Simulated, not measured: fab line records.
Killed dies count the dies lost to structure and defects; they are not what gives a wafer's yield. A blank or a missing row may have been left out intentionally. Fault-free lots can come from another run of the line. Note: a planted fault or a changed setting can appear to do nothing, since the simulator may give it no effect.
fab line records	flow nand_harc
record: lots: 24	wafers: 72	last_day: 32
route steps=1302 shown P_CONTACT@219 P_M1@307 P_M2@338 P_BONDPAD@365
lots that met no fault: taken from a fault-free run of the same line
start_h: start of the lot's first displayed wafer, in hours after the record's first day	wait_h: hours since the lot's step before	" unchanged from the row above	L1.1+2: a single row standing in for several wafers	- no value, or no start given	* or withheld: withheld	< > ~ a bound
route shown NAME@n: a module of which the file shows steps, and the number in the route of the first	usual: mean/standard deviation of fault-free wafers	same: alike in all rows	chamber/n: place in a boat	sites: per-site readings	_std_site: the values' standard deviation	_edge_site: outer sites' mean less inner sites'	radius_mm: how far each site lies from the wafer's centre	mask NAME#n: copy n	behind: the tool/chamber that last shaped the wafer	hold: why the lot was held/for how many hours/how that ended	device: the n, p or np transistor that did not switch	end of line: tests run on the same wafers once the route is complete	step lacking rows: just its recipe	killed: the dies lost at the first sort to structure and to defects; this is not the yield of the wafer	map: a wafer's dies, x killed, . not, _ none there
set.NAME: setting as actually run; set.NAME@STEP: the setting as run at that earlier step	model.NAME: the simulator's own value behind a step, which no gauge read
steps of the route over a sample of lots; a table a step, a row a wafer
services: a tool's chamber out of use, with start hour (start_h, from the record's first day; less than 0 if before it), hours out, and reason
== steps ==
step: NHARC_P_CONTACT_CMP_01
recipe: target_thk_nm: 200	material: SiO2
usual: motor_current_A: 11.7/1.3
lot.wafer	tool	chamber	start_h	wait_h	motor_current_A
L074.2	cmp-04	2	97.46	-	9.8
L074.3	"	3	"	"	14.9
L074.6	"	2	"	"	10.1
L075.3	cmp-02	3	101.60	-	11.1
L075.5	"	1	"	"	10.1
L075.6	"	2	"	"	12.2
L076.4	cmp-01	0	110.98	-	11.2
L076.2	"	2	"	"	10.8
L076.5	"	0	"	"	11.5
L078.4	cmp-01	1	133.02	-	11.3
L078.1	"	2	"	"	10.8
L078.6	"	0	"	"	11.8
L079.3	cmp-04	1	138.55	-	12.5
L079.2	"	2	"	"	9.8
L079.6	"	0	"	"	11.8
L077.4	cmp-02	3	150.34	-	10.9
L077.3	"	0	"	"	13.5
L077.5	"	3	"	"	10.9
L080.3	cmp-01	0	155.30	-	11.3
L080.1	"	1	"	"	11.4
L080.5	"	1	"	"	11.5
L081.1	cmp-01	1	168.51	-	11.8
L081.4	"	0	"	"	11.8
L081.6	"	2	"	"	10.9
L082.4	cmp-02	3	169.26	-	10.9
L082.2	"	0	"	"	12.4
L082.3	"	1	"	"	10.3
L083.1	cmp-02	2	190.57	-	11.7
L083.2	"	3	"	"	11.0
L083.6	"	3	"	"	11.5
L084.2	cmp-01	1	196.28	-	11.3
L084.4	"	2	"	"	10.8
L084.1	"	3	"	"	13.1
L085.3	cmp-01	1	200.04	-	10.7
L085.1	"	2	"	"	10.7
L085.6	"	1	"	"	11.1
L086.3	cmp-01	2	213.69	-	11.0
L086.2	"	0	"	"	11.5
L086.6	"	2	"	"	11.1
L087.3	cmp-01	1	222.27	-	11.0
L087.2	"	2	"	"	11.0
L087.1	"	3	"	"	14.2
L088.2	cmp-04	1	234.33	-	12.3
L088.4	"	3	"	"	15.2
L088.5	"	0	"	"	12.1
L089.4	cmp-01	3	238.33	-	13.7
L089.3	"	0	"	"	11.5
L089.6	"	1	"	"	11.2
L090.4	cmp-01	2	254.52	-	10.8
L090.3	"	0	"	"	11.3
L090.6	"	3	"	"	13.8
L091.1	cmp-01	0	270.47	-	11.1
L091.5	"	1	"	"	10.8
L091.6	"	2	"	"	10.6
L092.3	cmp-02	0	275.65	-	12.5
L092.6	"	1	"	"	9.9
L092.5	"	2	"	"	11.6
L094.4	cmp-02	0	290.19	-	12.9
L094.6	"	2	"	"	11.4
L094.5	"	3	"	"	11.1
L093.4	cmp-01	3	290.53	-	13.9
L093.2	"	0	"	"	11.7
L093.3	"	2	"	"	11.0
L095.2	cmp-04	0	307.92	-	11.7
L095.4	"	2	"	"	9.8
L095.5	"	0	"	"	11.7
L096.2	cmp-04	0	313.31	0.5	11.7
L096.1	"	1	"	"	12.8
L096.4	"	3	"	"	14.6
L097.3	cmp-04	0	319.84	-	11.8
L097.2	"	1	"	"	12.0
L097.1	"	2	"	"	9.8
step: NHARC_P_M1_PVD_20
recipe: target_thk_a: 50	bias_v: 168.6	power_w: 15000	chamber_pressure_pa: 0.12	time_s: 8.06	substrate_temp_c: 50	material: TaN
usual: throttle_valve_pct: 30.6/1.1
lot.wafer	tool	chamber	start_h	wait_h	throttle_valve_pct
L074.3	pvd_sputter-01	-	-	-	31.1
L074.2	"	-	"	"	29.3
L074.6	"	-	"	"	31.2
L075.3	pvd_sputter-01	-	-	-	32.2
L075.5	"	-	"	"	32.3
L075.6	"	-	"	"	29.6
L076.4	pvd_sputter-02	-	-	-	31.2
L076.2	"	-	"	"	30.5
L076.5	"	-	"	"	31.4
L078.1	pvd_sputter-01	-	-	-	30.5
L078.4	"	-	"	"	32.6
L078.6	"	-	"	"	31.2
L079.3	pvd_sputter-01	-	-	-	31.0
L079.2	"	-	"	"	32.5
L079.6	"	-	"	"	30.7
L077.3	pvd_sputter-02	-	-	-	31.4
L077.4	"	-	"	"	30.2
L077.5	"	-	"	"	29.2
L080.3	pvd_sputter-03	-	-	-	31.4
L080.1	"	-	"	"	29.1
L080.5	"	-	"	"	31.7
L081.4	pvd_sputter-02	-	-	-	30.2
L081.1	"	-	"	"	29.3
L081.6	"	-	"	"	31.5
L082.3	pvd_sputter-01	-	-	-	32.2
L082.2	"	-	"	"	30.3
L082.4	"	-	"	"	31.2
L083.2	pvd_sputter-01	-	-	-	29.3
L083.1	"	-	"	"	31.3
L083.6	"	-	"	"	30.8
L084.2	pvd_sputter-03	-	-	-	31.6
L084.1	"	-	"	"	29.2
L084.4	"	-	"	"	30.0
L085.1	pvd_sputter-03	-	-	-	31.6
L085.3	"	-	"	"	29.2
L085.6	"	-	"	"	31.6
L086.2	pvd_sputter-03	-	-	-	30.1
L086.3	"	-	"	"	31.4
L086.6	"	-	"	"	30.1
L087.3	pvd_sputter-03	-	-	-	29.7
L087.1	"	-	"	"	31.5
L087.2	"	-	"	"	29.2
L088.4	pvd_sputter-02	-	-	-	31.3
L088.2	"	-	"	"	30.0
L088.5	"	-	"	"	29.4
L089.4	pvd_sputter-03	-	-	-	31.5
L089.3	"	-	"	"	29.1
L089.6	"	-	"	"	29.8
L090.3	pvd_sputter-01	-	-	-	29.7
L090.4	"	-	"	"	29.7
L090.6	"	-	"	"	30.7
L091.1	pvd_sputter-01	-	-	-	29.7
L091.5	"	-	"	"	29.9
L091.6	"	-	"	"	30.3
L092.3	pvd_sputter-02	-	-	-	31.2
L092.5	"	-	"	"	29.7
L092.6	"	-	"	"	29.4
L094.4	pvd_sputter-03	-	-	-	31.7
L094.5	"	-	"	"	29.3
L094.6	"	-	"	"	30.1
L093.3	pvd_sputter-01	-	-	-	29.9
L093.4	"	-	"	"	29.8
L093.2	"	-	"	"	33.0
L095.4	pvd_sputter-01	-	-	-	29.8
L095.2	"	-	"	"	30.2
L095.5	"	-	"	"	29.6
L096.4	pvd_sputter-02	-	-	-	29.7
L096.1	"	-	"	"	31.3
L096.2	"	-	"	"	29.4
L097.2	pvd_sputter-01	-	-	-	33.0
L097.3	"	-	"	"	29.9
L097.1	"	-	"	"	29.5
step: NHARC_P_M2_DEGAS_29
recipe: temp_c: 250	time_s: 60
usual: heater_power_w: 319/34	susceptor_temp_C: 250.02/0.16
lot.wafer	tool	chamber	start_h	wait_h	heater_power_w	susceptor_temp_C
L074.3	pvd_sputter-03	-	112.22	-	294	249.96
L074.2	"	-	"	"	329	250.26
L074.6	"	-	"	"	284	250.21
L075.3	pvd_sputter-03	-	116.12	-	340	250.18
L075.5	"	-	"	"	306	250.19
L075.6	"	-	"	"	290	250.09
L076.2	pvd_sputter-01	-	125.78	-	279	250.25
L076.4	"	-	"	"	282	249.85
L076.5	"	-	"	"	281	249.65
L078.4	pvd_sputter-02	-	147.41	-	296	250.14
L078.1	"	-	"	"	307	250.00
L078.6	"	-	"	"	399	250.20
L079.3	pvd_sputter-02	-	153.49	-	296	-
L079.2	"	-	"	"	309	-
L079.6	"	-	"	"	297	-
L077.4	pvd_sputter-03	-	164.85	-	311	249.89
L077.3	"	-	"	"	295	249.83
L077.5	"	-	"	"	304	249.95
L080.3	pvd_sputter-02	-	170.21	-	391	-
L080.1	"	-	"	"	370	-
L080.5	"	-	"	"	298	-
L081.4	pvd_sputter-01	-	183.09	-	359	250.12
L081.1	"	-	"	"	283	249.93
L081.6	"	-	"	"	286	249.97
L082.2	pvd_sputter-02	-	183.90	-	291	249.94
L082.4	"	-	"	"	388	250.02
L082.3	"	-	"	"	385	250.23
L083.1	pvd_sputter-03	-	205.00	-	304	250.06
L083.2	"	-	"	"	291	249.86
L083.6	"	-	"	"	293	250.12
L084.1	pvd_sputter-03	-	210.86	-	285	249.95
L084.4	"	-	"	"	299	249.82
L084.2	"	-	"	"	344	250.29
L085.1	pvd_sputter-01	-	214.43	-	300	250.01
L085.3	"	-	"	"	274	249.65
L085.6	"	-	"	"	300	250.12
L086.3	pvd_sputter-03	-	228.62	-	339	250.13
L086.2	"	-	"	"	300	250.03
L086.6	"	-	"	"	298	249.88
L087.3	pvd_sputter-03	-	236.84	-	334	249.87
L087.1	"	-	"	"	302	250.17
L087.2	"	-	"	"	287	250.05
L088.4	pvd_sputter-01	-	248.88	-	301	249.97
L088.2	"	-	"	"	292	249.95
L088.5	"	-	"	"	296	250.18
L089.4	pvd_sputter-03	-	252.64	-	292	249.92
L089.3	"	-	"	"	298	249.75
L089.6	"	-	"	"	337	249.66
L090.4	pvd_sputter-02	-	269.30	-	391	249.98
L090.3	"	-	"	"	358	250.15
L090.6	"	-	"	"	364	250.24
L091.1	pvd_sputter-02	-	284.52	-	358	249.87
L091.6	"	-	"	"	307	250.17
L091.5	"	-	"	"	288	249.90
L092.3	pvd_sputter-02	-	290.04	-	381	249.73
L092.6	"	-	"	"	307	249.99
L092.5	"	-	"	"	386	249.72
L094.4	pvd_sputter-03	-	304.87	-	331	-
L094.6	"	-	"	"	319	-
L094.5	"	-	"	"	312	-
L093.2	pvd_sputter-02	-	305.15	-	370	249.96
L093.3	"	-	"	"	296	250.20
L093.4	"	-	"	"	298	250.00
L095.2	pvd_sputter-03	-	322.70	-	333	249.99
L095.4	"	-	"	"	297	250.20
L095.5	"	-	"	"	333	249.93
L096.2	pvd_sputter-01	-	327.56	-	300	250.23
L096.1	"	-	"	"	294	250.10
L096.4	"	-	"	"	357	250.10
L097.2	pvd_sputter-02	-	334.81	-	296	250.08
L097.1	"	-	"	"	296	250.03
L097.3	"	-	"	"	405	250.01
step: NHARC_P_M2_INSPECT_27
usual: raw_defect_count: 315/130
lot.wafer	tool	chamber	start_h	wait_h	raw_defect_count
L074.2	defect_inspect-01	-	113.94	0.0	284
L074.3	"	-	"	"	261
L074.6	"	-	"	"	262
L075.3	defect_inspect-02	-	117.67	0.0	348
L075.5	"	-	"	"	229
L075.6	"	-	"	"	628
L076.2	defect_inspect-02	-	127.33	0.0	189
L076.4	"	-	"	"	312
L076.5	"	-	"	"	298
L078.1	defect_inspect-02	-	149.08	0.0	269
L078.4	"	-	"	"	310
L078.6	"	-	"	"	319
L079.2	defect_inspect-02	-	155.15	0.0	210
L079.3	"	-	"	"	182
L079.6	"	-	"	"	273
L077.3	defect_inspect-02	-	166.49	0.0	208
L077.4	"	-	"	"	268
L077.5	"	-	"	"	453
L080.1	defect_inspect-02	-	171.87	0.1	334
L080.3	"	-	"	"	340
L080.5	"	-	"	"	247
L081.1	defect_inspect-01	-	184.76	0.0	264
L081.4	"	-	"	"	303
L081.6	"	-	"	"	230
L082.2	defect_inspect-02	-	185.45	0.0	512
L082.3	"	-	"	"	296
L082.4	"	-	"	"	507
L083.1	defect_inspect-01	-	206.67	0.0	237
L083.2	"	-	"	"	434
L083.6	"	-	"	"	320
L084.1	defect_inspect-02	-	212.57	0.0	255
L084.2	"	-	"	"	525
L084.4	"	-	"	"	245
L085.1	defect_inspect-01	-	215.98	0.0	169
L085.3	"	-	"	"	149
L085.6	"	-	"	"	174
L086.2	defect_inspect-02	-	230.17	0.0	548
L086.3	"	-	"	"	474
L086.6	"	-	"	"	474
L087.1	defect_inspect-02	-	238.39	0.0	207
L087.2	"	-	"	"	271
L087.3	"	-	"	"	466
L088.2	defect_inspect-02	-	250.45	0.0	314
L088.4	"	-	"	"	487
L088.5	"	-	"	"	390
L089.3	defect_inspect-02	-	254.19	0.0	366
L089.4	"	-	"	"	517
L089.6	"	-	"	"	303
L090.3	defect_inspect-01	-	270.86	0.0	237
L090.4	"	-	"	"	148
L090.6	"	-	"	"	203
L091.1	defect_inspect-01	-	286.05	0.0	381
L091.5	"	-	"	"	413
L091.6	"	-	"	"	441
L092.3	defect_inspect-02	-	291.59	0.0	243
L092.5	"	-	"	"	247
L092.6	"	-	"	"	270
L094.4	defect_inspect-01	-	306.43	0.0	266
L094.5	"	-	"	"	233
L094.6	"	-	"	"	214
L093.2	defect_inspect-02	-	306.88	0.0	148
L093.3	"	-	"	"	202
L093.4	"	-	"	"	255
L095.2	defect_inspect-02	-	324.26	0.0	1131
L095.4	"	-	"	"	333
L095.5	"	-	"	"	386
L096.1	defect_inspect-02	-	329.11	0.0	240
L096.2	"	-	"	"	165
L096.4	"	-	"	"	177
L097.1	defect_inspect-02	-	336.36	0.0	399
L097.2	"	-	"	"	482
L097.3	"	-	"	"	513
step: NHARC_P_BONDPAD_OVL_MEAS_38
usual: overlay_x_nm: 0/5.7	overlay_y_nm: 1/6
lot.wafer	tool	chamber	start_h	wait_h	overlay_x_nm	overlay_y_nm
L074.2	overlay-01	-	115.80	-	6	-6
L074.3	"	-	"	"	6	-6
L074.6	"	-	"	"	6	-6
L075.3	overlay-02	-	119.76	-	-8	2
L075.5	"	-	"	"	-8	2
L075.6	"	-	"	"	-8	2
L076.2	overlay-01	-	129.25	-	0	-3
L076.4	"	-	"	"	0	-3
L076.5	"	-	"	"	0	-4
L078.1	overlay-01	-	150.93	-	-1	-11
L078.4	"	-	"	"	0	-10
L078.6	"	-	"	"	0	-11
L079.2	overlay-02	-	156.91	-	-4	3
L079.3	"	-	"	"	-3	3
L079.6	"	-	"	"	-3	3
L077.3	overlay-02	-	168.53	-	8	2
L077.4	"	-	"	"	7	2
L077.5	"	-	"	"	7	2
L080.1	overlay-01	-	174.09	-	-10	4
L080.3	"	-	"	"	-11	4
L080.5	"	-	"	"	-11	3
L081.1	overlay-01	-	186.63	-	-5	-3
L081.4	"	-	"	"	-5	-3
L081.6	"	-	"	"	-5	-2
L082.2	overlay-01	-	187.32	-	3	4
L082.3	"	-	"	"	3	4
L082.4	"	-	"	"	4	4
L083.1	overlay-02	-	208.52	-	5	1
L083.2	"	-	"	"	5	1
L083.6	"	-	"	"	5	1
L084.1	overlay-02	-	214.78	-	4	-7
L084.2	"	-	"	"	4	-7
L084.4	"	-	"	"	4	-7
L085.1	overlay-02	-	217.85	-	-6	-1
L085.3	"	-	"	"	-6	-1
L085.6	"	-	"	"	-6	-1
L086.2	overlay-01	-	232.03	-	5	4
L086.3	"	-	"	"	5	5
L086.6	"	-	"	"	5	5
L087.1	overlay-01	-	240.28	-	2	-12
L087.2	"	-	"	"	3	-12
L087.3	"	-	"	"	2	-12
L088.2	overlay-01	-	252.29	-	-2	14
L088.4	"	-	"	"	-3	13
L088.5	"	-	"	"	-2	13
L089.3	overlay-02	-	255.93	-	9	1
L089.4	"	-	"	"	9	1
L089.6	"	-	"	"	9	1
L090.3	overlay-01	-	272.64	-	3	-4
L090.4	"	-	"	"	3	-3
L090.6	"	-	"	"	3	-4
L091.1	overlay-01	-	287.92	-	-5	3
L091.5	"	-	"	"	-5	3
L091.6	"	-	"	"	-4	4
L092.3	overlay-01	-	293.93	-	5	13
L092.5	"	-	"	"	6	13
L092.6	"	-	"	"	5	13
L094.4	overlay-01	-	308.30	-	0	2
L094.5	"	-	"	"	0	3
L094.6	"	-	"	"	-1	3
L093.2	overlay-02	-	308.75	-	-13	-3
L093.3	"	-	"	"	-14	-3
L093.4	"	-	"	"	-13	-4
L095.2	overlay-02	-	326.13	-	0	5
L095.4	"	-	"	"	0	6
L095.5	"	-	"	"	0	5
L096.1	overlay-01	-	330.86	-	-3	2
L096.2	"	-	"	"	-3	2
L096.4	"	-	"	"	-4	2
L097.1	overlay-02	-	338.08	-	-2	6
L097.2	"	-	"	"	-2	7
L097.3	"	-	"	"	-3	6
step: NHARC_P_BONDPAD_ETCH_12
recipe: target_depth_a: 2000	time_s: 100	chf3_flow_sccm: 50	o2_flow_sccm: 10	ar_flow_sccm: 200	rf_w: 500	bias_w: 200	chemistry: CHF3/O2
usual: drypump_motor_current_A: 5.6/0.58	oes_product_au: 0.942/0.025	rf_vpp_V: 370.2/2.4	showerhead_plenum_p_Torr: 2.38/0.1	throttle_valve_pct: 20.573/0.0092
lot.wafer	tool	chamber	start_h	wait_h	drypump_motor_current_A	oes_product_au	rf_hours_counter_h	rf_vpp_V	showerhead_plenum_p_Torr	throttle_valve_pct
L074.2	rie_diel-11	3	-	-	4.7	0.917	2.3	369.0	2.25	20.579
L074.3	"	2	"	"	4.7	0.911	2.2	368.2	2.25	20.563
L074.6	"	2	"	"	4.7	0.916	-	366.8	2.25	20.576
L075.3	rie_diel-06	3	-	-	5.3	0.960	0.2	367.5	2.28	20.574
L075.5	"	1	"	"	5.8	0.957	-	370.2	2.41	20.570
L075.6	"	2	"	"	5.9	0.957	-	372.8	2.53	20.571
L076.2	rie_diel-06	1	-	-	5.8	0.960	0.2	370.7	2.41	20.559
L076.4	"	2	"	"	5.9	0.979	0.3	371.8	2.53	20.577
L076.5	"	1	"	"	5.8	0.966	-	370.5	2.41	20.562
L078.1	rie_diel-11	3	-	-	4.7	0.913	3.2	367.5	2.25	20.577
L078.4	"	1	"	"	5.8	0.919	1.9	371.6	2.47	20.573
L078.6	"	3	"	"	4.7	0.910	-	366.9	2.25	20.594
L079.2	rie_diel-10	2	-	-	5.3	0.930	6.0	368.7	2.30	20.562
L079.3	"	0	"	"	6.6	0.929	5.3	371.5	2.37	20.569
L079.6	"	3	"	"	6.2	0.910	-	370.1	2.42	20.572
L077.3	rie_diel-11	2	-	-	4.7	0.948	3.5	366.9	2.25	20.576
L077.4	"	3	"	"	4.7	0.948	3.6	368.2	2.25	20.571
L077.5	"	0	"	"	5.4	0.953	-	373.5	2.55	20.554
L080.3	rie_diel-10	0	-	-	6.6	0.938	6.0	371.0	2.37	20.567
L080.1	"	2	"	"	5.3	0.933	7.2	368.7	2.30	20.569
L080.5	"	0	"	"	6.6	0.929	-	367.4	2.37	20.577
L081.4	rie_diel-11	2	-	-	4.7	0.925	4.1	368.9	2.25	20.586
L081.1	"	0	"	"	5.4	0.922	4.3	373.7	2.55	20.572
L081.6	"	3	"	"	4.7	0.906	-	366.9	2.25	20.573
L082.3	rie_diel-10	0	-	-	6.6	0.930	7.0	370.2	2.37	20.568
L082.4	"	1	"	"	6.4	0.926	8.2	372.4	2.50	20.586
L082.2	"	2	"	"	5.3	0.932	7.7	368.9	2.30	20.568
L083.2	rie_diel-11	1	-	-	5.8	0.923	3.1	372.6	2.47	20.557
L083.1	"	2	"	"	4.7	0.914	4.5	367.2	2.25	20.572
L083.6	"	0	"	"	5.4	0.915	-	373.6	2.55	20.575
L084.1	rie_diel-11	2	-	-	4.7	0.913	4.7	367.8	2.25	20.566
L084.2	"	0	"	"	5.4	0.926	4.8	373.4	2.55	20.558
L084.4	"	1	"	"	5.8	0.912	3.3	372.3	2.47	20.583
L085.1	rie_diel-06	0	-	-	5.5	0.951	5.4	368.2	2.34	20.584
L085.3	"	1	"	"	5.8	0.935	5.2	370.9	2.41	20.570
L085.6	"	2	"	"	5.9	0.970	-	373.6	2.53	20.565
L086.2	rie_diel-10	1	-	-	6.5	0.984	0.0	372.2	2.50	20.569
L086.3	"	3	"	"	6.2	0.949	0.0	372.2	2.42	20.582
L086.6	"	1	"	"	6.4	0.977	-	371.6	2.50	20.585
L087.1	rie_diel-10	3	-	-	6.2	0.952	1.6	370.2	2.42	20.577
L087.2	"	0	"	"	6.6	0.955	1.8	371.0	2.37	20.571
L087.3	"	1	"	"	6.5	0.984	1.3	372.5	2.50	20.573
L088.2	rie_diel-11	2	-	-	4.7	0.957	0.2	366.9	2.25	20.571
L088.4	"	3	"	"	4.7	0.957	0.1	367.1	2.25	20.552
L088.5	"	1	"	"	5.8	0.981	-	373.0	2.47	20.566
L089.3	rie_diel-11	2	-	-	4.7	0.970	0.3	367.5	2.25	20.585
L089.4	"	3	"	"	4.7	0.950	0.2	364.9	2.25	20.570
L089.6	"	1	"	"	5.8	0.971	-	372.2	2.47	20.568
L090.3	rie_diel-06	1	-	-	5.8	0.920	7.7	368.9	2.41	20.574
L090.4	"	2	"	"	5.9	0.938	6.7	373.2	2.52	20.582
L090.6	"	3	"	"	5.2	0.940	-	366.5	2.28	20.564
L091.1	rie_diel-10	3	-	-	6.2	0.913	3.4	371.8	2.42	20.592
L091.5	"	3	"	"	6.2	0.921	-	371.9	2.42	20.586
L091.6	"	1	"	"	6.4	0.922	-	373.0	2.50	20.572
L092.3	rie_diel-06	2	-	-	5.9	0.972	0.0	374.0	2.52	20.575
L092.5	"	3	"	"	5.2	0.976	-	367.3	2.28	20.575
L092.6	"	0	"	"	5.5	0.979	-	369.0	2.33	20.581
L094.4	rie_diel-06	1	-	-	5.8	0.975	0.9	372.3	2.41	20.557
L094.5	"	3	"	"	5.2	0.973	-	369.2	2.28	20.561
L094.6	"	0	"	"	5.5	0.977	-	369.2	2.33	20.573
L093.2	rie_diel-10	1	-	-	6.4	0.925	4.0	371.5	2.49	20.578
L093.3	"	3	"	"	6.2	0.922	4.0	372.1	2.42	20.576
L093.4	"	0	"	"	6.6	0.918	3.9	369.7	2.37	20.579
L095.2	rie_diel-06	1	-	-	5.7	0.976	1.6	371.3	2.40	20.591
L095.4	"	2	"	"	5.9	0.971	1.4	374.5	2.52	20.564
L095.5	"	0	"	"	5.5	0.977	-	368.9	2.33	20.569
L096.1	rie_diel-10	3	-	-	6.2	0.918	5.1	372.1	2.42	20.575
L096.2	"	0	"	"	6.6	0.925	5.2	370.1	2.37	20.574
L096.4	"	1	"	"	6.4	0.925	5.7	371.9	2.49	20.574
L097.1	rie_diel-06	3	-	-	5.2	0.940	1.6	367.5	2.28	20.579
L097.2	"	1	"	"	5.8	0.924	2.0	370.2	2.40	20.566
L097.3	"	2	"	"	5.9	0.930	1.9	373.4	2.52	20.568
== services ==
tool	chamber	start_h	hours	kind
pvd_sputter-02	-	80.00	10.0	pm
cmp-01	-	82.88	1.5	repair
rie_diel-10	2	89.21	2.1	repair
rie_diel-11	1	102.09	15.4	repair
rie_diel-06	-	106.21	9.0	pm
pvd_sputter-03	-	112.69	1.2	repair
rie_diel-06	3	145.58	8.7	repair
pvd_sputter-03	-	146.00	10.0	pm
cmp-01	-	161.50	4.0	pm
rie_diel-06	2	184.35	9.2	repair
pvd_sputter-02	-	201.45	2.2	repair
pvd_sputter-01	-	202.00	10.0	pm
rie_diel-10	-	218.50	9.0	pm
pvd_sputter-01	-	226.79	2.2	repair
cmp-01	-	228.25	0.3	repair
rie_diel-11	-	231.50	9.0	pm
rie_diel-10	-	244.40	0.1	repair
pvd_sputter-03	-	254.03	1.7	repair
rie_diel-11	2	256.34	10.3	repair
pvd_sputter-02	-	258.00	10.0	pm
cmp-01	-	259.50	4.0	pm
rie_diel-10	0	263.17	4.4	repair
rie_diel-06	-	283.21	9.0	pm
pvd_sputter-03	-	324.00	10.0	pm
== key ==
fault none
